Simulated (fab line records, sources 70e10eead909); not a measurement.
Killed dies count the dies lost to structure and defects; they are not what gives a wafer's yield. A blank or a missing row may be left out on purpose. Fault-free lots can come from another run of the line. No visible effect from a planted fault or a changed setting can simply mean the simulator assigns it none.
Which tool did it? -- flow nand-harc -- Sampling: 20 lots, 60 wafers, 6 of 1159 route steps

== WHAT EACH GAUGE READ, for each wafer ==
Not one reading of a measure or inspect step in the record can be checked against a usual standard deviation.

== WHAT TOOL EACH LOT RAN ON (gives the tool, then ch and the chambers of the sampled wafers, and finally the start) ==
lot,NHARC_A_STAIRCASE_ETCH_188,NHARC_A_STAIRCASE_TRIM_196,NHARC_A_STAIRCASE_TRIM_198,NHARC_A_STAIRCASE_ETCH_203,NHARC_A_STAIRCASE_DESCUM_219,NHARC_A_STAIRCASE_TRIM_235
L076,"rie-diel-06 ch 0,1,2, day 11 14:52 or earlier","rie-diel-06 ch 1,2, day 11 14:52","rie-diel-06 ch 0,1,3, day 11 17:37 or earlier","rie-diel-06 ch 1,2, day 11 17:37 or earlier","rie-diel-10 ch 1,2,3, day 11 17:37","rie-diel-10 ch 0,2, no start"
L075,"rie-diel-06 ch 1,2, day 11 18:41 or earlier","rie-diel-06 ch 0,2,3, day 11 18:41","rie-diel-06 ch 1,2,3, day 11 21:41 or earlier","rie-diel-06 ch 0,1, day 11 21:41 or earlier","rie-diel-06 ch 1,2,3, day 11 21:41","rie-diel-10 ch 1,2,3, no start"
L074,"rie-diel-06 ch 0,1,3, day 11 23:02 or earlier","rie-diel-06 ch 0,1,2, day 11 23:02","rie-diel-06 ch 0,1,2, day 12 01:46 or earlier","rie-diel-06 ch 0,1,3, day 12 01:46 or earlier","rie-diel-05 ch 0,2,3, day 12 01:46","rie-diel-05 ch 0,1,2, no start"
L077,"rie-diel-06 ch 0,1,3, day 11 23:28 or earlier","rie-diel-06 ch 0,1,2, day 11 23:28","rie-diel-06 ch 2,3, day 12 02:14 or earlier","rie-diel-06 ch 1,2, day 12 02:14 or earlier","rie-diel-05 ch 1,2,3, day 12 02:14","rie-diel-10 ch 0,2,3, no start"
L080,"rie-diel-06 ch 0,1,2, day 12 08:49 or earlier","rie-diel-05 ch 0,2,3, day 12 08:49","rie-diel-05 ch 0,1,2, day 12 11:33 or earlier","rie-diel-05 ch 0,1,2, day 12 11:33 or earlier","rie-diel-06 ch 0,1,3, day 12 11:33","rie-diel-05 ch 0,2,3, no start"
L081,"rie-diel-06 ch 0,1,2, day 12 11:05 or earlier","rie-diel-06 ch 0,2,3, day 12 11:05","rie-diel-06 ch 1,2,3, day 12 13:43 or earlier","rie-diel-06 ch 0,2,3, day 12 13:43 or earlier","rie-diel-06 ch 0,1,2, day 12 13:43","rie-diel-05 ch 1,2,3, no start"
L082,"rie-diel-05 ch 0,3, day 13 07:52 or earlier","rie-diel-05 ch 0,1, day 13 07:52","rie-diel-05 ch 0,2,3, day 13 11:10 or earlier","rie-diel-05 ch 1,2, day 13 11:10 or earlier","rie-diel-05 ch 0,2,3, day 13 11:10","rie-diel-06 ch 0,1,3, no start"
L085,"rie-diel-06 ch 0,2, day 13 08:22 or earlier","rie-diel-06 ch 0,1,3, day 13 08:22","rie-diel-06 ch 0,1,3, day 13 10:58 or earlier","rie-diel-06 ch 2,3, day 13 10:58 or earlier","rie-diel-05 ch 0,2, day 13 10:58","rie-diel-06 ch 0,1,2, no start"
L083,"rie-diel-10 ch 0,1,2, day 13 12:44 or earlier","rie-diel-05 ch 0,1,3, day 13 12:44","rie-diel-05 ch 2,3, day 13 15:50 or earlier","rie-diel-05 ch 2,3, day 13 15:50 or earlier","rie-diel-10 ch 0,1,3, day 13 15:50","rie-diel-10 ch 0,3, no start"
L084,"rie-diel-05 ch 1,3, day 13 13:04 or earlier","rie-diel-05 ch 1,2,3, day 13 13:04","rie-diel-05 ch 0,1, day 13 16:07 or earlier","rie-diel-05 ch 2,3, day 13 16:07 or earlier","rie-diel-05 ch 0,2,3, day 13 16:07","rie-diel-05 ch 0,1,3, no start"
L087,"rie-diel-06 ch 0,2,3, day 14 03:36 or earlier","rie-diel-06 ch 1,3, day 14 03:36","rie-diel-06 ch 0,2, day 14 06:12 or earlier","rie-diel-06 ch 2,3, day 14 06:12 or earlier","rie-diel-06 ch 0,1,2, day 14 06:12","rie-diel-10 ch 0,1,3, no start"
L086,"rie-diel-05 ch 0,2,3, day 14 03:56 or earlier","rie-diel-10 ch 0,1,3, day 14 03:56","rie-diel-10 ch 1,2,3, day 14 06:51 or earlier","rie-diel-10 ch 1,2,3, day 14 06:51 or earlier","rie-diel-05 ch 0,1,3, day 14 06:51","rie-diel-05 ch 1,2,3, no start"
L088,"rie-diel-10 ch 0,3, day 14 08:44 or earlier","rie-diel-10 ch 0,3, day 14 08:44","rie-diel-10 ch 0,3, day 14 12:43 or earlier","rie-diel-10 ch 0,2,3, day 14 12:43 or earlier","rie-diel-05 ch 1,2, day 14 12:43","rie-diel-10 ch 0,1, no start"
L090,"rie-diel-10 ch 0,2,3, day 14 22:09 or earlier","rie-diel-06 ch 1,2,3, day 14 22:09","rie-diel-06 ch 2,3, day 15 00:53 or earlier","rie-diel-06 ch 0,2, day 15 00:53 or earlier","rie-diel-05 ch 0,2,3, day 15 00:53","rie-diel-05 ch 0,2,3, no start"
L089,"rie-diel-10 ch 1,2,3, day 14 22:27 or earlier","rie-diel-05 ch 0,2, day 14 22:27","rie-diel-05 ch 0,1,2, day 15 01:13 or earlier","rie-diel-05 ch 1,2, day 15 01:13 or earlier","rie-diel-06 ch 0,2, day 15 01:13","rie-diel-06 ch 0,2,3, no start"
L092,"rie-diel-06 ch 0,3, day 15 16:20 or earlier","rie-diel-05 ch 0,1,3, day 15 16:20","rie-diel-05 ch 0,1,2, day 15 18:58 or earlier","rie-diel-05 ch 1,2,3, day 15 18:58 or earlier","rie-diel-05 ch 0,1, day 15 18:58","rie-diel-06 ch 1,2,3, no start"
L093,"rie-diel-05 ch 0,1,2, day 15 15:58 or earlier","rie-diel-06 ch 0,1,2, day 15 15:58","rie-diel-06 ch 2,3, day 15 19:19 or earlier","rie-diel-06 ch 1,3, day 15 19:19 or earlier","rie-diel-05 ch 2,3, day 15 19:19","rie-diel-05 ch 0,3, no start"
L091,"rie-diel-06 ch 0,3, day 15 19:55 or earlier","rie-diel-05 ch 0,2,3, day 15 19:55","rie-diel-05 ch 0,1,3, day 16 01:52 or earlier","rie-diel-05 ch 0,1,3, day 16 01:52 or earlier","rie-diel-05 ch 0,1,3, day 16 01:52","rie-diel-10 ch 1,2,3, no start"
L095,"rie-diel-06 ch 0,1, day 16 02:25 or earlier","rie-diel-06 ch 0,1,2, day 16 02:25","rie-diel-06 ch 1,2,3, day 16 05:37 or earlier","rie-diel-06 ch 1,2,3, day 16 05:37 or earlier","rie-diel-06 ch 1,3, day 16 05:37","rie-diel-06 ch 1,2, no start"
L094,"rie-diel-05 ch 0,1, day 16 03:27 or earlier","rie-diel-05 ch 0,1,3, day 16 03:27","rie-diel-05 ch 1,3, day 16 07:40 or earlier","rie-diel-05 ch 0,1, day 16 07:40 or earlier","rie-diel-10 ch 0,1,3, day 16 07:40","rie-diel-10 ch 0,1,2, no start"
- NHARC_A_STAIRCASE_ETCH_188: etches the open film in C4F8/O2, target depth 100 nm, time 40.5 s.
- NHARC_A_STAIRCASE_TRIM_196: chemistry O2, time 211.2 s.
- NHARC_A_STAIRCASE_TRIM_198: chemistry O2, time 211.2 s.
- NHARC_A_STAIRCASE_ETCH_203: etches the open film in C4F8/O2, target depth 100 nm, time 40.5 s.
- NHARC_A_STAIRCASE_DESCUM_219: chemistry O2, time 3 s.
- NHARC_A_STAIRCASE_TRIM_235: chemistry O2, time 211.2 s.

== WHAT THE TOOLS THEMSELVES READ (means of the sampled wafers that have a number; where no wafer has one, the mark that the record gives instead) ==
NHARC_A_STAIRCASE_ETCH_188. Usual: chamber-pressure-mTorr 25.000 mTorr, standard deviation 0.023; oes-product-au 0.935 a.u., standard deviation 0.016; rf-vpp-V 895 V, standard deviation 3.5.
lot,tool,chamber-pressure-mTorr (mTorr),oes-product-au (a.u.),rf-vpp-V (V),flag
L076,rie-diel-06,24.995,0.942,895,
L075,rie-diel-06,25.011,0.915,894,
L074,rie-diel-06,24.990,0.933,897,
L077,rie-diel-06,25.015,0.927,898,
L080,rie-diel-06,24.988,0.941,896,
L081,rie-diel-06,24.970,0.927,895,
L082,rie-diel-05,25.018,0.941,892,
L085,rie-diel-06,25.011,0.937,897,
L083,rie-diel-10,25.017,0.937,897,
L084,rie-diel-05,24.971,0.920,891,
L087,rie-diel-06,24.989,0.956,896,
L086,rie-diel-05,24.992,0.914,895,
L088,rie-diel-10,25.000,0.916,894,
L090,rie-diel-10,25.006,0.952,895,
L089,rie-diel-10,25.015,0.933,894,
L092,rie-diel-06,24.988,0.931,898,
L093,rie-diel-05,24.973,0.939,895,
L091,rie-diel-06,25.009,0.968,898,
L095,rie-diel-06,25.003,0.940,896,
L094,rie-diel-05,25.003,0.919,891,

NHARC_A_STAIRCASE_TRIM_196. Usual: chamber-pressure-mTorr 60.00 mTorr, standard deviation 0.057; drypump-motor-current-A 5.8 A, standard deviation 0.44; oes-product-au 0.996 a.u., standard deviation 0.0088; rf-vpp-V 57.6 V, standard deviation 0.91; showerhead-plenum-p-Torr 3.49 Torr, standard deviation 0.1; throttle-valve-pct 17.036 %, standard deviation 0.009.
lot,tool,chamber-pressure-mTorr (mTorr),drypump-motor-current-A (A),oes-product-au (a.u.),rf-vpp-V (V),showerhead-plenum-p-Torr (Torr),throttle-valve-pct (%),flag
L076,rie-diel-06,60.00,5.6,0.989,56.9,3.47,17.028,
L075,rie-diel-06,59.95,6.0,0.999,58.4,3.55,17.037,
L074,rie-diel-06,60.01,5.8,0.996,58.1,3.52,17.033,
L077,rie-diel-06,59.99,5.8,1.000,58.6,3.52,17.041,
L080,rie-diel-05,60.02,6.1,0.990,58.2,3.51,17.033,
L081,rie-diel-06,60.03,5.9,1.004,58.6,3.55,17.039,
L082,rie-diel-05,59.98,5.7,0.997,58.3,3.42,17.045,
L085,rie-diel-06,60.04,6.0,0.999,58.7,3.57,17.034,
L083,rie-diel-05,60.03,5.7,0.993,57.5,3.41,17.034,
L084,rie-diel-05,59.99,5.9,0.992,57.6,3.48,17.042,
L087,rie-diel-06,59.99,5.9,0.996,57.6,3.54,17.028,
L086,rie-diel-10,60.01,5.8,1.003,57.6,3.48,17.042,
L088,rie-diel-10,59.95,5.4,0.997,57.0,3.55,17.037,
L090,rie-diel-06,60.01,5.8,0.998,57.1,3.51,17.034,
L089,rie-diel-05,59.98,6.4,1.003,58.6,3.59,17.032,
L092,rie-diel-05,60.04,5.6,0.994,57.4,3.40,17.043,
L093,rie-diel-06,59.99,5.8,0.998,57.6,3.50,17.036,
L091,rie-diel-05,59.99,6.1,0.987,57.4,3.50,17.036,
L095,rie-diel-06,59.99,5.8,0.999,57.5,3.50,17.033,
L094,rie-diel-05,59.95,5.6,0.991,56.3,3.39,17.035,

NHARC_A_STAIRCASE_TRIM_198. Usual: chamber-pressure-mTorr 60.00 mTorr, standard deviation 0.052; drypump-motor-current-A 5.8 A, standard deviation 0.42; oes-product-au 0.996 a.u., standard deviation 0.0084; rf-vpp-V 57.9 V, standard deviation 0.88; showerhead-plenum-p-Torr 3.49 Torr, standard deviation 0.099; throttle-valve-pct 17.035 %, standard deviation 0.0076.
lot,tool,chamber-pressure-mTorr (mTorr),drypump-motor-current-A (A),oes-product-au (a.u.),rf-vpp-V (V),showerhead-plenum-p-Torr (Torr),throttle-valve-pct (%),flag
L076,rie-diel-06,59.98,6.0,0.997,57.7,3.58,17.033,
L075,rie-diel-06,59.97,5.7,1.001,57.7,3.52,17.030,
L074,rie-diel-06,59.95,5.8,1.006,57.7,3.52,17.029,
L077,rie-diel-06,60.01,5.9,1.000,58.5,3.55,17.038,
L080,rie-diel-05,59.99,6.0,0.985,57.5,3.50,17.037,
L081,rie-diel-06,59.99,5.7,0.994,57.7,3.52,17.036,
L082,rie-diel-05,59.97,6.1,0.993,58.5,3.51,17.034,
L085,rie-diel-06,59.99,6.0,1.000,58.1,3.57,17.046,
L083,rie-diel-05,60.05,6.0,0.982,58.0,3.49,17.039,
L084,rie-diel-05,60.02,5.7,0.996,57.3,3.42,17.032,
L087,rie-diel-06,59.98,5.7,0.995,57.4,3.48,17.035,
L086,rie-diel-10,59.97,6.0,1.001,57.3,3.47,17.036,
L088,rie-diel-10,60.04,5.3,0.995,58.3,3.47,17.038,
L090,rie-diel-06,59.99,5.9,0.998,57.6,3.54,17.043,
L089,rie-diel-05,59.97,6.0,0.995,57.7,3.49,17.035,
L092,rie-diel-05,59.92,6.0,0.996,58.3,3.49,17.030,
L093,rie-diel-06,60.00,5.9,0.998,59.5,3.53,17.038,
L091,rie-diel-05,59.97,5.6,1.001,57.8,3.39,17.037,
L095,rie-diel-06,59.99,5.8,1.005,58.1,3.50,17.036,
L094,rie-diel-05,59.95,5.4,0.990,57.2,3.36,17.027,

NHARC_A_STAIRCASE_ETCH_203. Usual: chamber-pressure-mTorr 24.999 mTorr, standard deviation 0.025; oes-product-au 0.936 a.u., standard deviation 0.012; rf-vpp-V 895 V, standard deviation 4.
lot,tool,chamber-pressure-mTorr (mTorr),oes-product-au (a.u.),rf-vpp-V (V),flag
L076,rie-diel-06,24.998,0.920,895,
L075,rie-diel-06,25.011,0.940,896,
L074,rie-diel-06,24.992,0.936,898,
L077,rie-diel-06,25.000,0.932,895,
L080,rie-diel-05,25.020,0.933,895,
L081,rie-diel-06,24.979,0.944,897,
L082,rie-diel-05,24.998,0.940,894,
L085,rie-diel-06,24.993,0.944,897,
L083,rie-diel-05,25.025,0.929,895,
L084,rie-diel-05,24.994,0.918,894,
L087,rie-diel-06,25.007,0.954,894,
L086,rie-diel-10,25.011,0.949,894,
L088,rie-diel-10,25.029,0.948,896,
L090,rie-diel-06,25.005,0.929,894,
L089,rie-diel-05,24.994,0.930,893,
L092,rie-diel-05,24.994,0.934,895,
L093,rie-diel-06,24.969,0.944,898,
L091,rie-diel-05,24.984,0.915,891,
L095,rie-diel-06,25.013,0.947,895,
L094,rie-diel-05,25.012,0.937,890,

NHARC_A_STAIRCASE_DESCUM_219. Usual: chamber-pressure-mTorr 60.00 mTorr, standard deviation 0.057; drypump-motor-current-A 5.9 A, standard deviation 0.49; oes-product-au 0.996 a.u., standard deviation 0.0095; rf-vpp-V 57.7 V, standard deviation 0.94; showerhead-plenum-p-Torr 1.89 Torr, standard deviation 0.064; throttle-valve-pct 11.311 %, standard deviation 0.0093.
lot,tool,chamber-pressure-mTorr (mTorr),drypump-motor-current-A (A),oes-product-au (a.u.),rf-vpp-V (V),showerhead-plenum-p-Torr (Torr),throttle-valve-pct (%),flag
L076,rie-diel-10,59.94,6.1,1.007,57.7,1.89,11.314,
L075,rie-diel-06,60.07,5.7,0.992,57.2,1.91,11.312,
L074,rie-diel-05,60.04,6.1,0.996,58.2,1.90,11.320,
L077,rie-diel-05,59.96,5.9,0.985,58.3,1.89,11.316,
L080,rie-diel-06,60.05,6.1,0.998,57.9,1.94,11.314,
L081,rie-diel-06,60.00,5.8,0.995,56.2,1.91,11.310,
L082,rie-diel-05,59.98,6.1,0.984,57.8,1.90,11.304,
L085,rie-diel-05,59.94,6.1,0.993,56.7,1.91,11.316,
L083,rie-diel-10,59.94,5.8,1.001,57.8,1.88,11.307,
L084,rie-diel-05,60.04,6.1,0.994,58.2,1.90,11.313,
L087,rie-diel-06,60.02,5.8,0.994,57.5,1.90,11.310,
L086,rie-diel-05,60.03,5.6,0.996,57.1,1.84,11.306,
L088,rie-diel-05,59.94,5.8,0.999,58.1,1.88,11.318,
L090,rie-diel-05,60.06,6.1,0.983,57.5,1.89,11.316,
L089,rie-diel-06,60.00,5.7,0.998,58.0,1.88,11.311,
L092,rie-diel-05,60.00,5.5,0.992,57.7,1.83,11.311,
L093,rie-diel-05,60.01,6.4,0.991,58.3,1.94,11.314,
L091,rie-diel-05,59.99,5.6,0.987,57.3,1.83,11.313,
L095,rie-diel-06,60.01,5.8,1.013,57.7,1.91,11.308,
L094,rie-diel-10,60.06,5.8,1.008,58.0,1.88,11.302,

NHARC_A_STAIRCASE_TRIM_235. Usual: chamber-pressure-mTorr 60.00 mTorr, standard deviation 0.054; drypump-motor-current-A 5.9 A, standard deviation 0.51; oes-product-au 0.998 a.u., standard deviation 0.0096; rf-vpp-V 57.9 V, standard deviation 0.87; showerhead-plenum-p-Torr 3.49 Torr, standard deviation 0.11; throttle-valve-pct 17.035 %, standard deviation 0.0087.
lot,tool,chamber-pressure-mTorr (mTorr),drypump-motor-current-A (A),oes-product-au (a.u.),rf-vpp-V (V),showerhead-plenum-p-Torr (Torr),throttle-valve-pct (%),flag
L076,rie-diel-10,60.03,6.0,1.003,58.4,3.62,17.028,
L075,rie-diel-10,59.99,6.1,0.997,57.8,3.48,17.034,
L074,rie-diel-05,60.03,6.0,0.999,57.9,3.50,17.036,
L077,rie-diel-10,60.01,5.7,1.003,57.8,3.55,17.032,
L080,rie-diel-05,60.05,6.1,0.983,58.2,3.51,17.037,
L081,rie-diel-05,59.97,5.9,0.999,57.3,3.48,17.032,
L082,rie-diel-06,59.97,6.0,0.999,57.6,3.57,17.042,
L085,rie-diel-06,59.99,5.8,0.994,56.6,3.51,17.028,
L083,rie-diel-10,59.98,5.4,1.006,57.8,3.55,17.045,
L084,rie-diel-05,60.02,5.6,0.985,58.1,3.40,17.037,
L087,rie-diel-10,59.98,5.8,0.999,57.5,3.48,17.035,
L086,rie-diel-05,60.01,5.9,0.997,57.8,3.47,17.035,
L088,rie-diel-10,60.00,5.9,0.990,57.6,3.55,17.035,
L090,rie-diel-05,59.98,6.1,0.985,58.0,3.50,17.038,
L089,rie-diel-06,59.96,5.9,0.998,59.0,3.53,17.040,
L092,rie-diel-06,60.10,5.8,1.007,59.0,3.50,17.037,
L093,rie-diel-05,60.02,5.8,0.987,58.2,3.41,17.032,
L091,rie-diel-10,60.04,6.1,0.999,58.4,3.46,17.032,
L095,rie-diel-06,60.02,5.7,0.995,57.8,3.47,17.036,
L094,rie-diel-10,60.00,6.1,1.014,58.3,3.54,17.040,

== THE ANSWER, worked out from the rows above alone ==
Rule: a lot counts as off when the mean over its wafers that have a number is more than 3 standard deviations away from the usual mean. Also off: a lot with no number at a reading for which 4 or more lots have one. Where the step has rows for the other lots, those lots are counted as sound. The gauges are gone through in route order, then the tools' own readings, and for those a lot's mean is taken as printed above. At the first step where some lot is off, the reading lying furthest off is the one used; lots without a number count as furthest.
Nothing can be told from this: no lot is off at any reading shown.

== WHAT WAS PUT IN BY THE SIMULATOR ==
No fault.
